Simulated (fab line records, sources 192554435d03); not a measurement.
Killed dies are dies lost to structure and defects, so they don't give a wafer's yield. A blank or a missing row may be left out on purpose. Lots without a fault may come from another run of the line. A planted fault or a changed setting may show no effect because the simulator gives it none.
fab line records | flow n5_finfet
record lots=4 wafers=11 last_day=20
route steps=1938 shown BEOL_M8@1392 BEOL_M9@1401
lots that met no fault: from a run of the same line without faults
start_h: hours from the record's first day to the start of the lot's first wafer shown | wait_h: hours since the lot's step before | " the same as in the row above | L1.1+2: a row that stands for several wafers | - no value, or no start given | * or withheld: withheld | < > ~ a bound
route shown NAME@n: a module of which the file shows steps, and the number in the route of the first | usual: mean/standard deviation of fault-free wafers | same: alike in all rows | chamber/n: place in a boat | sites: the reading at each site | _std_site: their standard deviation | _edge_site: outer sites' mean less inner sites' | radius_mm: how far each site lies from the wafer's centre | mask NAME#n: copy n | behind: the tool/chamber that last shaped the wafer | hold: why the lot was held/for how many hours/how that ended | device: the transistor (n, p or np) that didn't switch | end of line: the same wafers' tests at the end of the route | a step without rows: its recipe alone | killed: dies lost to structure and defects at the first sort, not the wafer's yield | map: a wafer's dies, x killed, . not, _ none there
set.NAME: the setting as run; set.NAME@STEP: as run at that earlier step | model.NAME: the simulator's own value behind a step, which no gauge read
lots at some steps of the route; a table a step, a row a wafer
services: from which hour (start_h, from the record's first day; less than 0 if before it) a tool's chamber was out of use, for how many hours, and why
## steps
# step N5_BEOL_M8_SPUTTER_48
# recipe material=Cu target_thk_a=100 temp_c=-20 bias_v=60 power_w=26000 chamber_pressure_pa=0.13 time_s=1.667
# step N5_BEOL_M8_ECD_50
# recipe material=Cu target_thk_a=3000
# step N5_BEOL_M8_ANNEAL_51
# recipe temp_c=225 time_s=90 ambient=N2
# step N5_BEOL_M8_CMP_52
# recipe stop_on=SiCOH_lowk t_overpolish_s=6.9 down_force_psi=1 platen_rpm=50 clearing_platen_down_force_psi=1.5 clearing_platen_rpm=50 post_cmp_clean=cu_alkaline target_thk_nm=80 clearing_platen_pad_velocity_m_s=0.99484 pad_velocity_m_s=0.99484
# step N5_BEOL_M8_PRE_CLEAN_55
# recipe gas=NH3 time_s=15 temp_c=withheld rf_power_w=300
# step N5_BEOL_M8_DEP_56
# recipe material=SiCN target_thk_a=100 temp_c=withheld precursor=3MS/NH3 pressure_torr=3 rf_w=202 time_s=17.5
# step N5_BEOL_M9_ILD_DEP_00
# recipe material=SiCOH_lowk target_thk_a=3085.1 temp_c=300 precursor=DEMS/porogen pressure_torr=5 rf_w=500 time_s=58
# step N5_BEOL_M9_CURE_71
# recipe temp_c=385 time_s=240 ambient=He/Ar material=SiCOH_lowk
# step N5_BEOL_M9_PECVD_70
# recipe material=SiO2 target_thk_a=200 temp_c=400 precursor=TEOS/O2 pressure_torr=5.5 rf_w=450 teos_flow_sccm=53.8 gas=O2 flow_sccm=3000 time_s=22.7
# usual heater_power_w=767/110 showerhead_plenum_p_Torr=8.77/0.063 throttle_valve_pct=22.3/0.53
# columns lot.wafer tool chamber start_h wait_h heater_power_w showerhead_plenum_p_Torr since_wet_clean_h throttle_valve_pct model.SiO2_of_BEOL_M9_PECVD_70.thk_nm
L835.2 pecvd-02 0 312.82 0.0 629 8.69 1379 22.8 19.8
L835.5 " 1 " " 672 8.68 - 22.4 20.2
L835.6 " 2 " " 874 8.78 - 22.0 19.8
L840.1 pecvd-02 1 334.82 0.0 740 8.66 2126 22.4 20
L840.6 " 2 " " 884 8.79 - 21.9 12.8
L844.1 pecvd-02 1 358.70 0.0 688 8.68 2150 22.2 19.8
L844.3 " 0 " " 710 8.72 1425 22.9 13
L844.6 " 1 " " 676 8.67 - 22.1 13.4
L849.2 pecvd-04 0 415.77 0.0 699 8.79 1301 22.7 19.6
L849.3 " 1 " " 889 8.80 2026 23.0 19.6
L849.5 " 1 " " 896 8.77 - 22.9 20.2
# step N5_BEOL_M9_HM_DEP_02
# recipe material=TiN target_thk_a=200 temp_c=25 chamber_pressure_pa=0.49996
# step N5_BEOL_M9_COAT_59
# recipe resist=SOC temp_c=250 time_s=60 spin_rpm=1500 resist_thk_nm=100
# step N5_BEOL_M9_COAT_60
# recipe resist=SiARC temp_c=220 time_s=60 spin_rpm=1500 resist_thk_nm=30
# step N5_BEOL_M9_COAT_05
# recipe resist=CAR-ArF spin_rpm=1500 resist_thk_nm=90
# step N5_BEOL_M9_EBR_07
# recipe solvent=PGMEA ebr_width_mm=1.5
# step N5_BEOL_M9_SOFTBAKE_06
# recipe temp_c=110 time_s=60 resist=CAR-ArF
# step N5_BEOL_M9_EXPOSE_08
# recipe mask_id=M9 na=1.35 source_shape=dipole sigma_inner=0.411 sigma_outer=0.611 polarization=te dose_mj=53.75
# step N5_BEOL_M9_PEB_09
# recipe peb_temp_c=withheld peb_time_s=60 resist=CAR-ArF
# step N5_BEOL_M9_DEVELOP_10
# recipe develop_time_s=30 developer=TMAH resist=CAR-ArF rinse_liquid=diw dry=air_spin dev_temp_c=23
# step N5_BEOL_M9_DESCUM_16
# recipe chemistry=O2 time_s=7.9 source_power_w=50 bias_power_w=20 pressure_mtorr=20 rf_frequency_hz=2.712e+07 temp_c=40 resist=CAR-ArF o2_flow_sccm=225
# step N5_BEOL_M9_ETCH_61
# recipe chemistry=CF4 target=SiARC target_depth_a=390 mask_material=CAR-ArF time_s=65 ion_energy_ev=80 pressure_mtorr=40 source_w=545 bias_w=36 Ar_flow_sccm=100 cf4_flow_sccm=100 ends=cleared
# step N5_BEOL_M9_ETCH_62
# recipe chemistry=N2/H2 target=SOC target_depth_a=1100 overetch_a=220 mask_material=SiARC temp_c=40 time_s=165 ion_energy_ev=200 pressure_mtorr=30 source_w=840 bias_w=150 n2_flow_sccm=200 h2_flow_sccm=200
# step N5_BEOL_M9_STRIP_68
# recipe chemistry=N2/H2 temp_c=40 n2_flow_sccm=200 h2_flow_sccm=200 rf_frequency_hz=6e+07
# step N5_BEOL_M9_STRIP_67
# recipe chemistry=CF4 resist=SiARC power_w=300 bias_power_w=75 pressure_mtorr=50 cf4_flow_sccm=150 rf_frequency_hz=6e+07
# step N5_BEOL_M9_HM_OPEN_17
# recipe chemistry=Cl2/BCl3 target_depth_a=200 overetch_a=60 target=TiN mask_material=SOC ion_energy_ev=150 pressure_mtorr=10 icp_w=1000 bias_w=126 Cl2_flow_sccm=53.25 bcl3_flow_sccm=21.75 Ar_flow_sccm=25
# step N5_BEOL_M9_STRIP_19
# recipe chemistry=O2 power_w=400 temp_c=40 pressure_mtorr=30 rf_frequency_hz=6e+07 bias_power_w=0 overash_fraction=0.2 o2_flow_sccm=225
# step N5_BEOL_M9_COAT_63
# recipe resist=SOC temp_c=250 time_s=60 spin_rpm=1500 resist_thk_nm=60
# step N5_BEOL_M9_COAT_64
# recipe resist=SiARC temp_c=220 time_s=60 spin_rpm=1500 resist_thk_nm=12
# step N5_BEOL_M9_COAT_75
# recipe resist=underlayer temp_c=205 time_s=60 spin_rpm=1500 resist_thk_nm=5
# step N5_BEOL_M9_COAT_22
# recipe resist=CAR-EUV spin_rpm=1500 resist_thk_nm=30
# step N5_BEOL_M9_EBR_24
# recipe solvent=PGMEA ebr_width_mm=1.5
# step N5_BEOL_M9_SOFTBAKE_23
# recipe temp_c=110 time_s=60 resist=CAR-EUV
# step N5_BEOL_M9_EXPOSE_25
# recipe mask_id=V8 na=0.33 source_shape=annular sigma_inner=0.4 sigma_outer=0.8 polarization=unpolarized dose_mj=37.25
# step N5_BEOL_M9_PEB_26
# recipe peb_temp_c=100 peb_time_s=60 resist=CAR-EUV
# step N5_BEOL_M9_DEVELOP_27
# recipe develop_time_s=30 developer=TMAH resist=CAR-EUV rinse_liquid=surfactant_rinse dry=air_spin dev_temp_c=23
# step N5_BEOL_M9_HM_STRIP_39
# recipe chemistry=peroxide_tin_strip material=TiN target_depth_a=250 temp_c=50 time_s=158
# usual temp_c=50.00/0.12
# same time_s=158
# columns lot.wafer tool chamber start_h wait_h temp_c model.SiO2_of_BEOL_M9_PECVD_70.thk_nm
L835.2 wet_bench-05 6 316.80 0.0 50.11 19.6
L835.5 " 0 " " 49.86 20
L835.6 " 5 " " 49.79 19.6
L840.1 wet_bench-06 2 340.40 0.0 50.21 19.8
L840.6 " 5 " " 50.13 12.6
L844.1 wet_bench-03 2 363.06 0.0 50.21 19.6
L844.3 " 1 " " 49.82 13
L844.6 " 5 " " 50.14 13.2
L849.2 wet_bench-06 7 424.59 0.0 50.02 19.4
L849.3 " 1 " " 49.96 19.6
L849.5 " 3 " " 49.92 20
# step N5_BEOL_M9_CMP_52
# recipe stop_on=SiCOH_lowk t_overpolish_s=7 down_force_psi=1 platen_rpm=50 clearing_platen_down_force_psi=1.5 clearing_platen_rpm=50 post_cmp_clean=cu_alkaline target_thk_nm=140 clearing_platen_pad_velocity_m_s=0.99484 pad_velocity_m_s=0.99484
# usual barrier_field_endpoint_s=28.6/0.66 clearing_platen_rpm=49.997/0.028 head_pressure_psi=1.0001/0.0022 motor_current_A=6.2/0.64
# columns lot.wafer tool chamber start_h wait_h barrier_field_endpoint_s clearing_platen_rpm head_pressure_psi motor_current_A
L835.2 cmp-01 3 319.41 0.3 29.4 49.976 0.9993 6.2
L835.6 " 1 " " 28.2 50.021 0.9986 6.3
L835.5 " 2 " " 29.2 50.008 0.9985 6.4
L840.1 cmp-03 1 342.79 0.3 28.5 50.045 1.0048 6.5
L840.6 " 0 " " 20.6 50.038 0.9957 6.3
L844.1 cmp-01 3 365.14 0.3 28.0 49.956 0.9998 5.7
L844.3 " 1 " " 19.5 49.961 1.0000 5.9
L844.6 " 3 " " 20.5 49.957 1.0026 6.0
L849.3 cmp-01 0 426.52 0.2 28.4 49.951 0.9997 5.7
L849.2 " 1 " " 28.7 49.994 1.0012 5.8
L849.5 " 1 " " 29.5 50.022 0.9990 6.2
## services
# columns tool chamber start_h hours kind
cmp-01 - 289.30 0.3 repair
cmp-03 - 312.21 3.3 pm
cmp-03 - 318.05 1.8 repair
pecvd-02 2 321.90 2.1 scheduled_down
pecvd-04 2 325.04 2.1 scheduled_down
cmp-01 - 327.51 4.0 pm
cmp-01 - 331.51 - consumable_replace:conditioner
cmp-01 - 331.51 - consumable_replace:pad
cmp-01 - 335.24 6.8 pm
wet_bench-03 - 340.04 16.4 repair
cmp-03 - 362.08 1.0 repair
pecvd-02 - 364.95 0.5 repair
cmp-03 - 368.47 1.3 repair
pecvd-02 2 373.92 5.9 repair
pecvd-02 1 383.66 - clean
pecvd-02 1 383.66 - consumable_replace:showerhead
pecvd-02 1 383.66 29.0 scheduled_down
pecvd-02 1 383.66 29.0 vent_cycle
cmp-01 - 384.90 4.7 repair
pecvd-04 1 385.08 2.1 scheduled_down
wet_bench-05 - 400.24 3.5 repair
wet_bench-03 - 403.24 11.1 repair
cmp-01 - 420.08 4.2 pm
cmp-03 - 423.70 11.6 pm
## key
first_sign step=N5_BEOL_M9_CMP_52 reading=barrier_field_endpoint_s direction=down sigmas=13 usual=28.6 struck=20.2
effect none on later readings
model_effect step=N5_BEOL_M9_PECVD_70 value=SiO2_of_BEOL_M9_PECVD_70.thk_nm without=20.13 struck=13.07
model_effect step=N5_BEOL_M9_HM_STRIP_39 value=SiO2_of_BEOL_M9_PECVD_70.thk_nm without=19.93 struck=12.93
met_at N5_BEOL_M9_PECVD_70
struck_wafers L840.6,L844.3,L844.6
onset_between 312.82 334.82
fault kind=process_parameter_drift tool=pecvd-02 chamber=- onset_h=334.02 steps=N5_BEOL_M9_PECVD_70 channel=time_s offset=* shape=step end_h=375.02 scope=struck_wafers_only acts_in=* stated=*
